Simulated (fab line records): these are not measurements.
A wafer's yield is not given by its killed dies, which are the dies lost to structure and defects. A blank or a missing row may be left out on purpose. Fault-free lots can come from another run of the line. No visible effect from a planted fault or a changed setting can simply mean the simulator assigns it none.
fab line records	flow n5_finfet
record: lots: 24	wafers: 72	last_day: 19
route steps=1938 shown SD_EPI_P@314 ILD0@341 HKMG_FIN@420
lots that met no fault: taken from a fault-free run of the same line
start_h: the number of hours between the record's first day and the start of the first shown wafer of the lot	wait_h: time in hours since the lot's previous step	" repeats the value in the row above	L1.1+2: several wafers, shown together as one row	- no value, or no start was given	* or withheld: withheld	< > ~ a bound
route shown NAME@n: names a module that has steps shown in the file, with the first one's number in the route	usual: average and standard deviation across the fault-free wafers	same: alike in all rows	chamber/n: place in a boat	sites: the reading at each site	_std_site: standard deviation of those values	_edge_site: the outer-site mean with the inner-site mean subtracted	radius_mm: how far each site lies from the wafer's centre	mask NAME#n: copy n	behind: the most recent tool/chamber to have shaped the wafer	hold: what put the lot on hold/how long, in hours/how the hold closed	device: whichever transistor did not switch (one of n, p or np)	end of line: tests of these same wafers at the route's end	a step given without rows: its recipe and nothing more	killed: the dies lost at the first sort to structure and to defects; this is not the yield of the wafer	map: a wafer's dies, x killed, . not, _ none there
set.NAME: the setting the step ran with; set.NAME@STEP: the setting that earlier step ran with	model.NAME: the simulator's own value behind a step, which no gauge read
steps of the route over a sample of lots; a table a step, a row a wafer
services: when a tool's chamber went out of use (start_h, in hours from the record's first day, below 0 if earlier), for how many hours, and the reason
== steps ==
step: N5_SD_EPI_P_SD_RECESS_17
recipe: chemistry: HBr/Cl2/O2	target_depth_a: 391	bt_time_s: 3	pressure_mtorr: 10	icp_w: 800	bias_w: 112	HBr_flow_sccm: 150	Cl2_flow_sccm: 80	O2_flow_sccm: 12
usual: drypump_motor_current_A: 5.5/0.52	oes_product_au: 0.995/0.016	throttle_valve_pct: 37.1/0.34
lot.wafer	tool	chamber	start_h	wait_h	drypump_motor_current_A	oes_product_au	rf_hours_counter_h	throttle_valve_pct
L074.1	rie_si-01	1	55.36	0.0	5.7	0.978	109	36.9
L074.2	"	2	"	"	5.1	0.991	100	37.2
L074.3	"	3	"	"	4.8	0.997	172	37.5
L075.1	rie_si-03	1	60.64	0.0	5.8	0.981	28	36.6
L075.4	"	0	"	"	5.0	0.986	42	36.8
L075.5	"	2	"	"	6.2	1.022	-	37.3
L076.1	rie_si-03	0	65.66	0.0	5.0	0.989	43	36.8
L076.5	"	0	"	"	5.0	0.986	-	36.8
L076.6	"	1	"	"	5.8	0.970	-	36.6
L077.2	rie_si-04	2	73.78	0.0	5.1	0.999	149	36.9
L077.3	"	0	"	"	6.3	0.984	0	36.7
L077.6	"	0	"	"	6.3	0.987	-	36.7
L078.2	rie_si-04	0	77.81	0.0	6.3	0.981	0	36.7
L078.5	"	1	"	"	6.6	1.031	-	37.3
L078.6	"	2	"	"	5.1	1.008	-	36.9
L079.3	rie_si-03	2	83.76	0.0	6.2	1.033	127	37.4
L079.4	"	1	"	"	5.8	0.970	29	36.6
L079.6	"	0	"	"	5.0	0.991	-	36.8
L080.1	rie_si-03	2	89.54	0.0	6.2	1.035	127	37.4
L080.2	"	1	"	"	5.8	0.971	29	36.6
L080.6	"	1	"	"	5.8	0.971	-	36.6
L081.1	rie_si-01	1	101.75	0.0	5.7	0.981	110	36.9
L081.3	"	3	"	"	4.8	0.988	173	37.5
L081.6	"	1	"	"	5.7	0.983	-	36.9
L082.1	rie_si-01	1	105.07	0.0	5.7	0.974	110	36.9
L082.2	"	0	"	"	5.2	0.992	0	37.6
L082.6	"	2	"	"	5.1	1.003	-	37.2
L083.1	rie_si-03	1	113.54	0.0	5.7	0.977	29	36.6
L083.3	"	3	"	"	5.9	1.006	157	37.2
L083.5	"	0	"	"	5.0	0.986	-	36.8
L084.1	rie_si-01	1	117.20	0.0	5.7	0.982	110	36.9
L084.2	"	0	"	"	5.2	0.995	1	37.6
L084.5	"	1	"	"	5.8	0.988	-	36.9
L085.1	rie_si-03	2	127.59	0.0	6.2	1.030	127	37.4
L085.2	"	0	"	"	5.0	0.990	44	36.8
L085.6	"	2	"	"	6.2	1.026	-	37.3
L086.1	rie_si-01	0	131.52	0.0	5.2	1.000	1	37.6
L086.4	"	3	"	"	4.7	0.997	174	37.5
L086.5	"	0	"	"	5.1	0.995	-	37.6
L087.1	rie_si-03	1	135.37	0.0	5.8	0.975	30	36.6
L087.5	"	0	"	"	5.0	0.987	-	36.8
L087.6	"	1	"	"	5.8	0.981	-	36.6
L088.1	rie_si-01	3	139.30	0.0	4.8	0.999	174	37.5
L088.2	"	1	"	"	5.7	0.983	110	36.9
L088.5	"	2	"	"	5.0	0.986	-	37.2
L089.1	rie_si-01	3	145.06	0.0	4.8	0.995	174	37.5
L089.2	"	1	"	"	5.6	0.989	111	36.9
L089.5	"	3	"	"	4.8	0.999	-	37.5
L090.1	rie_si-01	0	148.81	0.0	5.2	0.992	1	37.6
L090.4	"	2	"	"	5.1	0.988	102	37.2
L090.5	"	3	"	"	4.8	0.995	-	37.5
L091.3	rie_si-01	3	157.80	0.0	4.8	1.002	174	37.5
L091.4	"	2	"	"	5.1	0.994	102	37.2
L091.5	"	3	"	"	4.7	1.000	-	37.5
L092.1	rie_si-04	3	161.32	0.0	5.0	0.989	1	36.9
L092.3	"	0	"	"	6.3	0.977	2	36.7
L092.5	"	0	"	"	6.3	0.991	-	36.6
L093.3	rie_si-03	2	166.48	0.0	6.2	1.020	128	37.4
L093.5	"	0	"	"	5.0	0.990	-	36.8
L093.6	"	2	"	"	6.2	1.028	-	37.4
L094.1	rie_si-04	3	174.81	0.0	5.1	0.988	2	36.9
L094.2	"	1	"	"	6.6	1.023	8	37.3
L094.4	"	0	"	"	6.3	0.991	2	36.7
L095.2	rie_si-01	2	180.91	0.0	5.1	0.995	102	37.2
L095.5	"	2	"	"	5.1	0.989	-	37.2
L095.6	"	1	"	"	5.7	0.984	-	36.9
L096.1	rie_si-03	1	184.39	0.0	5.8	0.975	31	36.6
L096.2	"	0	"	"	5.0	0.983	45	36.8
L096.3	"	2	"	"	6.2	1.025	128	37.4
L097.2	rie_si-01	3	191.49	0.0	4.8	0.991	175	37.5
L097.4	"	0	"	"	5.2	1.005	2	37.6
L097.6	"	2	"	"	5.0	0.991	-	37.2
step: N5_ILD0_THK_MEAS_08
usual: thk_nm: 139.3/1
lot.wafer	tool	chamber	start_h	wait_h	thk_nm
L074.1	film_metro-01	-	62.18	-	139.7
L074.2	"	-	"	"	139.9
L074.3	"	-	"	"	139.8
L075.1	film_metro-02	-	68.31	-	140.3
L075.4	"	-	"	"	139.6
L075.5	"	-	"	"	140.4
L076.1	film_metro-01	-	73.37	-	139.5
L076.5	"	-	"	"	138.8
L076.6	"	-	"	"	139.3
L077.2	film_metro-01	-	80.65	-	139.1
L077.3	"	-	"	"	137.5
L077.6	"	-	"	"	138.4
L078.2	film_metro-01	-	84.66	-	139.5
L078.5	"	-	"	"	141.2
L078.6	"	-	"	"	140.2
L079.3	film_metro-01	-	90.84	-	139.8
L079.4	"	-	"	"	139.7
L079.6	"	-	"	"	139.5
L080.1	film_metro-02	-	97.47	-	138.5
L080.2	"	-	"	"	137.6
L080.6	"	-	"	"	139.1
L081.1	film_metro-01	-	108.65	-	138.2
L081.3	"	-	"	"	138.2
L081.6	"	-	"	"	138.4
L082.1	film_metro-01	-	112.29	-	140.2
L082.2	"	-	"	"	139.4
L082.6	"	-	"	"	139.4
L083.1	film_metro-02	-	120.93	-	138.0
L083.3	"	-	"	"	138.6
L083.5	"	-	"	"	137.9
L084.1	film_metro-01	-	124.06	-	139.4
L084.2	"	-	"	"	141.0
L084.5	"	-	"	"	139.4
L085.1	film_metro-01	-	135.29	-	140.1
L085.2	"	-	"	"	139.6
L085.6	"	-	"	"	140.3
L086.1	film_metro-02	-	138.38	-	139.6
L086.4	"	-	"	"	138.9
L086.5	"	-	"	"	138.8
L087.1	film_metro-01	-	142.20	-	139.6
L087.5	"	-	"	"	137.5
L087.6	"	-	"	"	139.3
L088.1	film_metro-02	-	146.23	-	141.3
L088.2	"	-	"	"	139.9
L088.5	"	-	"	"	140.9
L089.1	film_metro-02	-	151.98	-	138.4
L089.2	"	-	"	"	137.1
L089.5	"	-	"	"	137.7
L090.1	film_metro-01	-	155.93	-	140.6
L090.4	"	-	"	"	140.5
L090.5	"	-	"	"	139.9
L091.3	film_metro-01	-	164.88	-	139.4
L091.4	"	-	"	"	138.3
L091.5	"	-	"	"	138.5
L092.1	film_metro-01	-	168.30	-	138.2
L092.3	"	-	"	"	138.0
L092.5	"	-	"	"	137.1
L093.3	film_metro-02	-	174.13	-	140.3
L093.5	"	-	"	"	139.8
L093.6	"	-	"	"	141.1
L094.1	film_metro-01	-	181.88	-	138.9
L094.2	"	-	"	"	138.8
L094.4	"	-	"	"	139.8
L095.2	film_metro-01	-	187.72	-	139.2
L095.5	"	-	"	"	137.4
L095.6	"	-	"	"	138.7
L096.1	film_metro-01	-	191.49	-	139.3
L096.2	"	-	"	"	139.2
L096.3	"	-	"	"	138.6
L097.2	film_metro-01	-	198.75	-	141.2
L097.4	"	-	"	"	139.5
L097.6	"	-	"	"	140.1
step: N5_HKMG_FIN_THK_MEAS_70
recipe: thk_meas_gauge: xrf	reads: HfO2_of_HKMG_FIN_HK_ALD_01
usual: HK_THK: 1.601/0.02
lot.wafer	tool	chamber	start_h	wait_h	HK_THK[nm]
L074.1	film_metro-02	-	75.25	0.2	1.596
L074.2	"	-	"	"	1.622
L074.3	"	-	"	"	1.578
L075.1	film_metro-01	-	81.63	0.2	1.589
L075.4	"	-	"	"	1.596
L075.5	"	-	"	"	1.595
L076.1	film_metro-01	-	85.35	0.2	1.606
L076.5	"	-	"	"	1.592
L076.6	"	-	"	"	1.576
L077.2	film_metro-02	-	92.46	0.2	1.595
L077.3	"	-	"	"	1.574
L077.6	"	-	"	"	1.617
L078.2	film_metro-02	-	99.72	0.2	1.619
L078.5	"	-	"	"	1.582
L078.6	"	-	"	"	1.593
L079.3	film_metro-02	-	105.74	0.2	1.568
L079.4	"	-	"	"	1.603
L079.6	"	-	"	"	1.630
L080.1	film_metro-01	-	109.60	0.2	1.597
L080.2	"	-	"	"	1.600
L080.6	"	-	"	"	1.610
L081.1	film_metro-02	-	120.79	0.2	1.608
L081.3	"	-	"	"	1.572
L081.6	"	-	"	"	1.575
L082.1	film_metro-02	-	124.50	0.2	1.548
L082.2	"	-	"	"	1.601
L082.6	"	-	"	"	1.594
L083.1	film_metro-01	-	132.77	0.2	1.604
L083.3	"	-	"	"	1.604
L083.5	"	-	"	"	1.595
L084.1	film_metro-02	-	135.78	0.2	1.594
L084.2	"	-	"	"	1.583
L084.5	"	-	"	"	1.600
L085.1	film_metro-02	-	147.27	0.2	1.593
L085.2	"	-	"	"	1.618
L085.6	"	-	"	"	1.553
L086.1	film_metro-01	-	150.85	0.2	1.581
L086.4	"	-	"	"	1.604
L086.5	"	-	"	"	1.586
L087.1	film_metro-02	-	157.37	0.2	1.619
L087.5	"	-	"	"	1.650
L087.6	"	-	"	"	1.617
L088.1	film_metro-01	-	158.21	0.2	1.593
L088.2	"	-	"	"	1.606
L088.5	"	-	"	"	1.610
L089.1	film_metro-02	-	164.01	0.2	1.596
L089.2	"	-	"	"	1.556
L089.5	"	-	"	"	1.578
L090.1	film_metro-02	-	168.28	0.2	1.604
L090.4	"	-	"	"	1.593
L090.5	"	-	"	"	1.569
L091.3	film_metro-02	-	176.73	0.2	1.608
L091.4	"	-	"	"	1.590
L091.5	"	-	"	"	1.596
L092.1	film_metro-01	-	180.23	0.2	1.613
L092.3	"	-	"	"	1.595
L092.5	"	-	"	"	1.584
L093.3	film_metro-02	-	186.69	0.2	1.615
L093.5	"	-	"	"	1.616
L093.6	"	-	"	"	1.617
L094.1	film_metro-01	-	194.35	0.2	1.630
L094.2	"	-	"	"	1.611
L094.4	"	-	"	"	1.602
L095.2	film_metro-01	-	199.46	0.2	1.621
L095.5	"	-	"	"	1.609
L095.6	"	-	"	"	1.607
L096.1	film_metro-02	-	203.80	0.2	1.595
L096.2	"	-	"	"	1.597
L096.3	"	-	"	"	1.579
L097.2	film_metro-02	-	211.17	0.2	1.636
L097.4	"	-	"	"	1.600
L097.6	"	-	"	"	1.621
step: N5_HKMG_FIN_PWFM_ALD_03
recipe: material: TiN	target_thk_a: 20	temp_c: 400	ald_precursor_family: TiCl4	ald_co_reactant: NH3	pulse_time_s: 1	purge_time_s: 3	co_reactant_purge_time_s: 2	co_reactant_pulse_time_s: 2	ald_cycles: 91	pressure_torr: 3
usual: heater_power_w: 866/100	precursor_pulse_height_rel: 1.003/0.02
same: co_reactant_pulse_time_s: 2	co_reactant_purge_time_s: 2	purge_time_s: 3
lot.wafer	tool	chamber	start_h	wait_h	heater_power_w	precursor_pulse_height_rel
L074.1	ald_metal-02	2	75.28	0.0	930	1.003
L074.2	"	1	"	"	879	0.964
L074.3	"	3	"	"	855	1.029
L075.1	ald_metal-01	3	81.67	0.0	720	0.985
L075.4	"	0	"	"	702	1.046
L075.5	"	2	"	"	983	1.028
L076.1	ald_metal-01	3	85.38	0.0	716	0.998
L076.5	"	0	"	"	708	1.027
L076.6	"	1	"	"	848	1.017
L077.2	ald_metal-02	0	92.49	0.0	1100	0.994
L077.3	"	1	"	"	881	0.948
L077.6	"	2	"	"	952	0.990
L078.2	ald_metal-01	1	99.75	0.0	834	1.045
L078.5	"	1	"	"	836	1.037
L078.6	"	2	"	"	967	1.027
L079.3	ald_metal-03	3	105.77	0.0	860	1.012
L079.4	"	0	"	"	838	1.020
L079.6	"	0	"	"	792	0.991
L080.1	ald_metal-01	1	109.64	0.0	844	1.019
L080.2	"	3	"	"	720	0.983
L080.6	"	1	"	"	840	1.030
L081.1	ald_metal-01	0	120.83	0.0	695	1.021
L081.3	"	1	"	"	823	0.996
L081.6	"	0	"	"	692	1.055
L082.1	ald_metal-03	2	124.54	0.0	955	0.997
L082.2	"	0	"	"	809	1.006
L082.6	"	1	"	"	865	1.018
L083.1	ald_metal-03	2	132.81	0.0	965	0.999
L083.3	"	1	"	"	861	0.971
L083.5	"	0	"	"	812	1.018
L084.1	ald_metal-03	0	135.81	0.0	820	1.023
L084.2	"	3	"	"	885	0.991
L084.5	"	3	"	"	875	1.000
L085.1	ald_metal-02	0	147.38	0.1	1041	0.990
L085.2	"	3	"	"	876	1.011
L085.6	"	2	"	"	940	0.992
L086.1	ald_metal-01	0	150.88	0.0	706	1.023
L086.4	"	1	"	"	851	1.033
L086.5	"	3	"	"	722	0.980
L087.1	ald_metal-02	1	157.41	0.0	844	1.012
L087.5	"	1	"	"	872	0.982
L087.6	"	0	"	"	1060	1.010
L088.1	ald_metal-03	1	158.25	0.0	866	0.986
L088.2	"	2	"	"	947	0.980
L088.5	"	2	"	"	942	1.007
L089.1	ald_metal-01	2	164.05	0.0	982	0.999
L089.2	"	3	"	"	722	1.009
L089.5	"	2	"	"	1002	0.992
L090.1	ald_metal-02	2	168.32	0.0	928	1.028
L090.4	"	1	"	"	879	1.027
L090.5	"	0	"	"	1020	1.037
L091.3	ald_metal-01	0	176.76	0.0	703	0.984
L091.4	"	3	"	"	717	1.017
L091.5	"	1	"	"	838	0.995
L092.1	ald_metal-02	2	180.26	0.0	922	0.970
L092.3	"	1	"	"	865	1.008
L092.5	"	0	"	"	1078	0.972
L093.3	ald_metal-03	2	186.73	0.0	940	1.027
L093.5	"	0	"	"	800	0.969
L093.6	"	1	"	"	866	0.990
L094.1	ald_metal-02	3	194.39	0.0	893	1.014
L094.2	"	1	"	"	856	1.001
L094.4	"	2	"	"	947	1.013
L095.2	ald_metal-01	1	199.50	0.0	819	0.997
L095.5	"	0	"	"	695	0.987
L095.6	"	1	"	"	848	1.002
L096.1	ald_metal-01	0	203.84	0.0	711	0.986
L096.2	"	3	"	"	726	1.003
L096.3	"	2	"	"	1005	1.004
L097.2	ald_metal-02	0	211.21	0.0	1055	0.996
L097.4	"	1	"	"	856	1.013
L097.6	"	0	"	"	1071	0.989
step: N5_HKMG_FIN_STRIP_19
recipe: chemistry: N2/H2	power_w: 2500	temp_c: 300	h2_frac: 0.65	time_s: 360	pressure_mtorr: withheld	n2_flow_sccm: 1750	h2_flow_sccm: 3250
usual: drypump_motor_current_A: 5.34/0.25	heater_power_w: 487/22
lot.wafer	tool	chamber	start_h	wait_h	drypump_motor_current_A	heater_power_w	rf_hours_counter_h
L074.1	plasma_asher-01	0	76.84	0.0	5.01	465	87
L074.2	"	1	"	"	5.62	522	87
L074.3	"	0	"	"	5.00	459	-
L075.1	plasma_asher-02	0	83.09	0.0	5.21	482	34
L075.4	"	1	"	"	5.52	503	-
L075.5	"	0	"	"	5.20	483	-
L076.1	plasma_asher-02	0	86.91	0.0	5.20	466	36
L076.5	"	1	"	"	5.51	496	-
L076.6	"	0	"	"	5.20	475	-
L077.2	plasma_asher-01	1	94.03	0.0	5.63	524	90
L077.3	"	0	"	"	4.97	455	-
L077.6	"	1	"	"	5.66	507	-
L078.2	plasma_asher-02	1	101.34	0.0	5.52	498	38
L078.5	"	0	"	"	5.21	469	-
L078.6	"	1	"	"	5.51	507	-
L079.3	plasma_asher-01	1	107.69	0.1	5.67	506	-
L079.4	"	0	"	"	4.98	470	-
L079.6	"	0	"	"	5.00	460	-
L080.1	plasma_asher-02	0	111.17	0.0	5.18	484	41
L080.2	"	1	"	"	5.51	503	41
L080.6	"	1	"	"	5.53	498	-
L081.1	plasma_asher-01	0	122.54	0.0	4.98	465	95
L081.3	"	0	"	"	4.99	460	-
L081.6	"	0	"	"	5.00	445	-
L082.1	plasma_asher-02	0	126.06	0.0	5.20	463	43
L082.2	"	1	"	"	5.50	513	43
L082.6	"	0	"	"	5.21	473	-
L083.1	plasma_asher-01	1	134.58	0.0	5.64	518	98
L083.3	"	1	"	"	5.65	501	-
L083.5	"	0	"	"	5.01	463	-
L084.1	plasma_asher-02	1	137.34	0.0	5.52	501	45
L084.2	"	0	"	"	5.23	489	45
L084.5	"	1	"	"	5.51	510	-
L085.1	plasma_asher-02	1	148.90	0.0	5.52	501	47
L085.2	"	0	"	"	5.22	481	47
L085.6	"	1	"	"	5.54	511	-
L086.1	plasma_asher-02	1	152.43	0.0	5.51	513	49
L086.4	"	1	"	"	5.52	506	-
L086.5	"	0	"	"	5.21	464	-
L087.1	plasma_asher-02	1	158.81	0.0	5.51	515	50
L087.5	"	0	"	"	5.24	479	-
L087.6	"	1	"	"	5.50	497	-
L088.1	plasma_asher-02	1	159.77	0.0	5.53	499	51
L088.2	"	0	"	"	5.25	481	51
L088.5	"	0	"	"	5.24	472	-
L089.1	plasma_asher-01	0	165.80	0.0	5.02	456	103
L089.2	"	1	"	"	5.64	506	103
L089.5	"	0	"	"	5.00	459	-
L090.1	plasma_asher-01	1	169.84	0.0	5.64	495	104
L090.4	"	0	"	"	5.02	458	-
L090.5	"	1	"	"	5.66	512	-
L091.3	plasma_asher-01	1	178.40	0.1	5.65	507	-
L091.4	"	0	"	"	5.02	460	-
L091.5	"	0	"	"	5.03	446	-
L092.1	plasma_asher-01	0	181.66	0.0	4.98	460	107
L092.3	"	1	"	"	5.67	518	-
L092.5	"	0	"	"	5.01	451	-
L093.3	plasma_asher-01	1	188.37	0.1	5.63	508	-
L093.5	"	1	"	"	5.63	502	-
L093.6	"	0	"	"	5.00	464	-
L094.1	plasma_asher-02	0	196.18	0.0	5.23	468	57
L094.2	"	1	"	"	5.50	506	57
L094.4	"	0	"	"	5.22	472	-
L095.2	plasma_asher-02	0	200.93	0.0	5.19	464	58
L095.5	"	0	"	"	5.21	489	-
L095.6	"	1	"	"	5.50	498	-
L096.1	plasma_asher-01	1	205.25	0.0	5.62	506	112
L096.2	"	0	"	"	5.01	460	112
L096.3	"	1	"	"	5.62	513	-
L097.2	plasma_asher-01	0	212.73	0.0	5.01	463	113
L097.4	"	1	"	"	5.62	502	-
L097.6	"	1	"	"	5.63	506	-
step: N5_HKMG_FIN_NWFM_ALD_20
recipe: material: TiAlC	target_thk_a: 20	temp_c: 300	ald_precursor_family: TiCl4	ald_co_reactant: TEA	pulse_time_s: 3	purge_time_s: 2	co_reactant_purge_time_s: 2	co_reactant_pulse_time_s: 10	ald_cycles: 7	pressure_torr: 3
usual: heater_power_w: 502/54	precursor_pulse_height_rel: 1.002/0.02
same: co_reactant_pulse_time_s: 10	co_reactant_purge_time_s: 2	purge_time_s: 2
lot.wafer	tool	chamber	start_h	wait_h	heater_power_w	precursor_pulse_height_rel
L074.1	ald_metal-02	3	78.27	0.3	493	1.011
L074.2	"	2	"	"	512	1.031
L074.3	"	1	"	"	488	0.977
L075.1	ald_metal-01	3	84.44	0.3	398	0.980
L075.4	"	2	"	"	538	0.954
L075.5	"	3	"	"	398	0.992
L076.1	ald_metal-02	0	88.27	0.3	576	1.004
L076.5	"	0	"	"	590	0.981
L076.6	"	3	"	"	489	0.993
L077.2	ald_metal-01	0	95.39	0.3	399	1.014
L077.3	"	2	"	"	553	1.017
L077.6	"	2	"	"	562	1.008
L078.2	ald_metal-03	0	102.70	0.3	439	1.047
L078.5	"	1	"	"	493	1.040
L078.6	"	0	"	"	442	1.022
L079.3	ald_metal-03	0	109.11	0.1	448	1.000
L079.4	"	3	"	"	489	0.979
L079.6	"	3	"	"	503	0.986
L080.1	ald_metal-02	3	112.53	0.3	509	1.000
L080.2	"	2	"	"	517	1.029
L080.6	"	0	"	"	588	1.007
L081.1	ald_metal-01	2	123.90	0.3	556	0.993
L081.3	"	0	"	"	393	0.964
L081.6	"	2	"	"	555	1.022
L082.1	ald_metal-02	1	127.41	0.3	485	0.996
L082.2	"	2	"	"	527	1.007
L082.6	"	3	"	"	485	1.012
L083.1	ald_metal-02	2	135.94	0.3	525	1.001
L083.3	"	0	"	"	589	1.004
L083.5	"	0	"	"	595	1.003
L084.1	ald_metal-02	3	138.70	0.3	499	1.002
L084.2	"	1	"	"	497	1.005
L084.5	"	1	"	"	479	0.972
L085.1	ald_metal-02	3	150.25	0.3	501	0.996
L085.2	"	2	"	"	515	0.963
L085.6	"	3	"	"	491	0.970
L086.1	ald_metal-03	2	153.79	0.3	520	1.004
L086.4	"	3	"	"	503	1.011
L086.5	"	1	"	"	482	0.983
L087.1	ald_metal-03	2	160.21	0.3	521	0.991
L087.5	"	3	"	"	497	1.013
L087.6	"	2	"	"	510	1.009
L088.1	ald_metal-03	3	161.12	0.3	488	0.978
L088.2	"	2	"	"	530	0.983
L088.5	"	2	"	"	523	1.026
L089.1	ald_metal-02	3	167.18	0.3	500	1.038
L089.2	"	1	"	"	488	0.999
L089.5	"	3	"	"	506	1.024
L090.1	ald_metal-01	3	171.20	0.3	408	0.998
L090.4	"	0	"	"	396	0.989
L090.5	"	1	"	"	468	1.007
L091.3	ald_metal-02	0	179.64	0.1	602	1.029
L091.4	"	1	"	"	484	0.997
L091.5	"	1	"	"	488	1.008
L092.1	ald_metal-02	1	183.06	0.3	499	1.033
L092.3	"	0	"	"	580	0.994
L092.5	"	1	"	"	492	0.987
L093.3	ald_metal-01	0	189.61	0.1	394	1.019
L093.5	"	2	"	"	549	1.019
L093.6	"	1	"	"	476	0.984
L094.1	ald_metal-02	1	197.66	0.3	483	1.012
L094.2	"	0	"	"	593	1.054
L094.4	"	2	"	"	522	1.024
L095.2	ald_metal-03	1	202.41	0.3	481	0.985
L095.5	"	1	"	"	480	0.970
L095.6	"	0	"	"	451	1.000
L096.1	ald_metal-02	1	206.62	0.3	489	1.042
L096.2	"	2	"	"	505	0.980
L096.3	"	0	"	"	583	0.975
L097.2	ald_metal-01	3	214.08	0.3	402	0.974
L097.4	"	1	"	"	488	0.982
L097.6	"	3	"	"	401	1.003
== services ==
tool	chamber	start_h	hours	kind
plasma_asher-02	-	35.36	14.6	pm
rie_si-01	0	47.68	-	clean
rie_si-01	0	47.68	31.9	scheduled_down
rie_si-01	0	47.68	31.9	vent_cycle
rie_si-04	0	51.03	-	clean
rie_si-04	0	51.03	14.5	scheduled_down
rie_si-04	0	51.03	14.5	vent_cycle
rie_si-04	3	65.56	-	clean
rie_si-04	3	65.56	19.6	scheduled_down
rie_si-04	3	65.56	19.6	vent_cycle
plasma_asher-01	-	66.22	1.2	repair
ald_metal-02	3	68.09	3.5	repair
ald_metal-01	3	91.81	9.8	repair
ald_metal-01	-	100.38	0.9	repair
rie_si-04	2	129.46	6.7	repair
ald_metal-01	-	131.81	8.7	pm
rie_si-03	3	157.76	38.0	repair
ald_metal-03	-	163.31	12.9	repair
rie_si-03	-	172.14	0.6	repair
rie_si-03	1	195.80	5.4	repair
== key ==
fault none
